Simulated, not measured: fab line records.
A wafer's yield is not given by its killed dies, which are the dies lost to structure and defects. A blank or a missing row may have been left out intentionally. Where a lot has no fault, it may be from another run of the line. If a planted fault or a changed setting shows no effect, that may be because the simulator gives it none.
Split-lot experiment -- flow n5Finfet -- 21 wafers read across 7 lots, on a route 1938 steps long

ABOUT THE SPLIT
At N5_PASSIVATION_PASS_ETCH_47 (etches SiNx in CF4/O2, target depth 770 nm, time 385 s), the setting timeS was moved away from the recipe's 385 s on 3 of the 21 wafers read, by -22.2% to +11.6%. The other wafers ran this setting at the recipe's value.

Reading taken at the split's own step.

THE READING
etch.depthNm (the simulator's own value, which no gauge read), in nm, at N5_PASSIVATION_PASS_ETCH_47 (etches SiNx in CF4/O2, target depth 770 nm, time 385 s). There is no usual value for it anywhere in the file. Across the 18 wafers here that went through the recipe, the average is 773.0 nm and the standard deviation 16 nm.

wafer,"tool, chamber at the split","timeS as run, s",against the recipe,"etch.depthNm, nm",against lot-mates on the recipe
L078.2,"rieDiel-06, 2,0",385,recipe,751.4,-
L078.5,"rieDiel-06, 2,0",385,recipe,751.4,-
L078.3,"rieDiel-06, 3",385,recipe,764.2,-
L085.1,"rieDiel-06, 3",385,recipe,768.4,-
L085.4,"rieDiel-06, 1",385,recipe,774.3,-
L085.5,"rieDiel-06, 0",385,recipe,754.5,-
L086.1,"rieDiel-06, 1",385,recipe,777.3,-
L086.5,"rieDiel-06, 0",385,recipe,746.9,-
L086.6,"rieDiel-06, 3",385,recipe,782.4,-
L092.1,"rieDiel-06, 1",385,recipe,773.6,-
L092.4,"rieDiel-06, 3",429.7,+11.6%,872.2,+111.1
L092.6,"rieDiel-06, 0",385,recipe,748.6,-
L093.2,"rieDiel-05, 1",385,recipe,777.5,-
L093.4,"rieDiel-05, 1",299.4,-22.2%,611.9,-165.6
L093.6,"rieDiel-05, 3",299.4,-22.2%,618.2,-159.3
L094.2,"rieDiel-05, 3",385,recipe,798.3,-
L094.3,"rieDiel-05, 0",385,recipe,785.3,-
L094.6,"rieDiel-05, 0",385,recipe,785.4,-
L096.1,"rieDiel-03, 1",385,recipe,793.1,-
L096.2,"rieDiel-03, 0",385,recipe,789.4,-
L096.3,"rieDiel-03, 2",385,recipe,791.4,-
Rows listing several chambers each stand for several wafers; the file does not say which wafer went through which chamber.

FIT RESULTS
A straight line over all 21 wafers: etch.depthNm changes by +7.31 nm for each +1% of timeS; r = +0.96; the points scatter about the line by 16 nm.
The same after taking each lot's own level away (the mean of its wafers on the recipe; 21 wafers): +7.63 nm for each +1%; r = +0.98; scatter 10 nm.
According to that fit, moving timeS by its largest amount changes the reading by 1.7e+02 nm.
Across the lots, their own levels run from 755.67 to 791.30 nm, a range of 2.2 times the standard deviation given above.
The two slopes agree, so the slope changes little with the lot-to-lot level.
Check: for one of the wafers moved furthest among these (-22.2%), held out of the fit, the line's prediction against its lot-mates is -170 nm. Against them it came out at -166 nm.

THE OTHER SPLITS THESE WAFERS WENT THROUGH
Note: prior to the reading, these wafers also went through further splits. Each is held against what the fit with the lots' levels taken away leaves over:
other split on the same wafers,wafers away from the commonest value,r with etch.depthNm (lot level and that fit taken away)
N5_BEOL_M14_DEVELOP_27 developTimeS,4,+0.19
N5_BEOL_M15_SPUTTER_44 powerW,11,+0.10
N5_MIM_BOT_ETCH_ETCH_04 sourceW,11,+0.32
N5_PASSIVATION_PECVD_55 timeS,9,-0.26

FILE'S OWN FIT
etch.depthNm changes by +7.79 nm for each +1% of timeS, r = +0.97.
